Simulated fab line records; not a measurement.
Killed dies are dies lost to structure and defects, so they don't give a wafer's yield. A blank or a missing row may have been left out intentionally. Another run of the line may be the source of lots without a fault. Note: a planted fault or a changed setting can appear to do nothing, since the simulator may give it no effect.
A single fault, viewed from 2 desks    flow n5 finfet    only its own numbers are on each desk; what lay behind them is given at the end

FOR THE TOOL OWNER'S DESK: cmp-03
The tool's own readings at N5_MOL_CONTACT_COAG_CMP_23 (polishes, stops on SiO2, t overpolish 1.5 s, target thk 0 nm): means of the sampled wafers that have a number, for each lot that ran on this tool. If a lot's mean is further than 4 standard deviations from the usual mean, the lot is out of limits and carries the mark OUT (the distance appears in the brackets).
Columns: A = head pressure psi at N5_MOL_CONTACT_COAG_CMP_23, usual 2.001 psi; B = motor current A at N5_MOL_CONTACT_COAG_CMP_23, usual 8.5 A; C = overpolish run s at N5_MOL_CONTACT_COAG_CMP_23, usual 1.499 s; D = time to endpoint s at N5_MOL_CONTACT_COAG_CMP_23, usual 8.4 s
lot   first seen here  A                B    C      D
L117  day 4 22:47      2.000            8.7  1.505  8.2
L118  day 5 12:22      1.999            7.6  1.501  6.4
L124  day 6 14:17      2.215 (+52) OUT  9.2  1.504  4.2
L126  day 7 02:09      2.211 (+51) OUT  8.8  1.503  8.0
L136  day 9 16:35      2.006            9.1  1.493  5.0
L137  day 10 03:08     1.999            7.1  1.492  10.2
L140  day 10 18:32     1.999            9.3  1.501  7.8
Finding of this desk: L124, L126 out of limits; the first was L124 at day 6 14:17, on head pressure psi at N5_MOL_CONTACT_COAG_CMP_23. L117, L118, L136, L137, L140 stayed within limits.

THE METROLOGY DESK
Lot by lot, what the gauges showed, no matter which tool ran the lot: averages of those sampled wafers that carry a number. If a lot's mean is further than 4 standard deviations from the usual mean, the lot is out of limits and carries the mark OUT (the distance appears in the brackets). Of its 10 readings 7 are shown: those that lie furthest out on some lot.
Columns: A = IOFF_N at N5_BEOL_M4_RC_MEAS_101, usual 0.18 nA/um; B = IOFF_P at N5_BEOL_M4_RC_MEAS_101, usual 0.23 nA/um; C = ION_P at N5_BEOL_M4_RC_MEAS_101, usual 467 uA/um; D = SS_N at N5_BEOL_M4_RC_MEAS_101, usual 71.7 mV/dec; E = SS_P at N5_BEOL_M4_RC_MEAS_101, usual 73.5 mV/dec; F = VT_N at N5_BEOL_M4_RC_MEAS_101, usual 249 mV; G = VT_P at N5_BEOL_M4_RC_MEAS_101, usual -250 mV
lot   first seen here  A     B     C    D     E     F    G
L117  day 7 13:15      0.16  0.22  461  71.7  73.9  250  -252
L118  day 8 08:13      0.17  0.21  472  71.4  73.2  249  -251
L124  day 9 10:56      0.15  0.20  478  70.6  72.9  249  -249
L126  day 10 00:06     0.19  0.28  479  72.1  73.8  246  -246
L127  day 10 08:22     0.17  0.18  458  72.0  73.5  250  -255
L136  day 12 14:08     0.25  0.32  478  72.7  74.6  243  -245
L137  day 12 21:37     0.16  0.19  452  71.7  73.3  249  -254
L138  day 13 07:21     0.18  0.18  459  72.0  72.9  247  -256
L140  day 13 12:54     0.19  0.22  465  71.9  73.4  246  -251
This desk found nothing out of limits on any of the 9 lots.

ALL TOGETHER
The tool owner's desk had the chance to raise an alarm at day 6 14:17 on L124, L126.
From the metrology desk's view, nothing was out of limits.
The metrology desk holds a record of L124, L126, inside its limits.
Every lot named ran N5_MOL_CONTACT_COAG_CMP_23 on cmp-03.

WHAT HAD BEEN PUT IN BY THE SIMULATOR
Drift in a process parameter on cmp-03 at N5_MOL_CONTACT_COAG_CMP_23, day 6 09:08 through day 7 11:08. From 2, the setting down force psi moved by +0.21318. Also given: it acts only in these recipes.
Shown lots that were struck: L124, L126.
Each desk's first reading out of limits, in hours after the fault started: the tool owner's desk, 5.
